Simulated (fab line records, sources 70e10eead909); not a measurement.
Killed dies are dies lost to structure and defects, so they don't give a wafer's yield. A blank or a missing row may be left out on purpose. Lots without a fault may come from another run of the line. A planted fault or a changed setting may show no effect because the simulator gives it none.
A struck lot beside a sound one | flow nand_harc | 25 steps out of a route of 1302
Sound: wafers L735.2, L735.5, L735.6. Struck: wafers L741.1, L741.3, L741.6. The cause comes at the end.
At each step with rows: each side's tool, then ch and its chambers, then its first start. Under that, the readings that differ: sound wafers | struck wafers | difference of the means | sigmas: that difference in standard deviations of wafers without a fault.
alike: readings whose means differ by less than 2 such deviations, and words and numbers that are the same on both sides. not compared: withheld readings, readings that some wafer has no value for, bounds like >300 that may hide the same value, and numbers for which the record gives no deviation and whose values overlap.
The two part at a step that has a row with sigmas, a row that says differs or no value, or rows on one side only. Numbers that don't overlap but have no deviation are shown without sigmas and don't part them. A reading that every wafer of one side lacks parts them only if that side has two wafers or more.

first, 2 steps without rows for these wafers: NHARC_P_GATE_PEB_09 (peb time 85 s); NHARC_P_GATE_DEVELOP_10 (time 70 s).
NHARC_P_GATE_CD_MEAS_11: target cd 1640 nm.
  sound on cd_sem-03 ch 0, day 5 15:07; struck on cd_sem-01 ch 0, day 8 04:01
  reading    | sound                | struck               | difference | sigmas
  cd_nm (nm) | 1635.2 1637.3 1637.6 | 1639.8 1640.0 1640.7 | +3.5       | +2
then, 1 step without rows for these wafers: NHARC_P_GATE_HARDBAKE_12 (time 80 s).
NHARC_P_GATE_DESCUM_13: chemistry O2, time 3 s.
  sound on rie_diel-04 ch 0,1, day 5 15:16; struck on rie_diel-09 ch 0,2,3, day 8 04:11
  alike: drypump_motor_current_A, oes_product_au, rf_vpp_V, showerhead_plenum_p_Torr, throttle_valve_pct
  not compared: rf_hours_counter_h
then, 6 steps without rows for these wafers: NHARC_P_GATE_ETCH_14 (etches SiO2 in dHF, target depth 48.8 nm); NHARC_P_GATE_STRIP_15 (strips in SPM, time 780 s); NHARC_P_GATE_PRECLEAN_71 (cleans in SC1); NHARC_P_GATE_SRD_72; NHARC_P_GATE_OXIDE_16 (material SiO2, target thk 3 nm, ox time 392 s); NHARC_P_GATE_CVD_17 (deposits poly-Si, target thk 150 nm, time 900 s).
NHARC_P_GATE_HM_DEP_102: deposits aC, target thk 120 nm.
  sound on acl_dep-02 ch 0, day 6 04:07; struck on acl_dep-02 ch 0, day 8 16:30
  alike: throttle_valve_pct
NHARC_P_GATE_DEP_103: deposits SiON, target thk 30 nm.
  sound on pecvd-02 ch 0,1, day 6 04:41; struck on pecvd-02 ch 0,1, day 8 17:09
  alike: heater_power_w
then, 8 steps without rows for these wafers: NHARC_P_GATE_DEHYDRATE_18 (time 120 s); NHARC_P_GATE_HMDS_19 (time 30 s); NHARC_P_GATE_COAT_20 (resist thk 90 nm); NHARC_P_GATE_SOFTBAKE_21 (time 55 s); NHARC_P_GATE_EBR_22; NHARC_P_GATE_EXPOSE_23 (exposes mask P GATE, target cd 120 nm); NHARC_P_GATE_PEB_24 (peb time 65 s); NHARC_P_GATE_DEVELOP_25 (develop time 35 s).
NHARC_P_GATE_CD_MEAS_26: target cd 120 nm.
  sound on cd_sem-03 ch 0, day 6 05:22; struck on cd_sem-02 ch 0, day 8 17:50
  alike: cd_nm
NHARC_P_GATE_OVL_MEAS_27:
  sound on overlay-02, day 6 05:26; struck on overlay-01, day 8 17:55
  alike: overlay_x_nm, overlay_y_nm
NHARC_P_GATE_INSPECT_28:
  sound on defect_inspect-01, day 6 05:29; struck on defect_inspect-02, day 8 18:08
  reading          | sound | struck      | difference | sigmas
  raw_defect_count | 4 8 6 | 757 798 774 | +770       | +99 or more
  not compared: hold
then, 1 step without rows for these wafers: NHARC_END_SORT_01.

WHERE THEY PART
First at NHARC_P_GATE_CD_MEAS_11; last, within this record, at NHARC_P_GATE_INSPECT_28.

WHY: what the simulator had put in
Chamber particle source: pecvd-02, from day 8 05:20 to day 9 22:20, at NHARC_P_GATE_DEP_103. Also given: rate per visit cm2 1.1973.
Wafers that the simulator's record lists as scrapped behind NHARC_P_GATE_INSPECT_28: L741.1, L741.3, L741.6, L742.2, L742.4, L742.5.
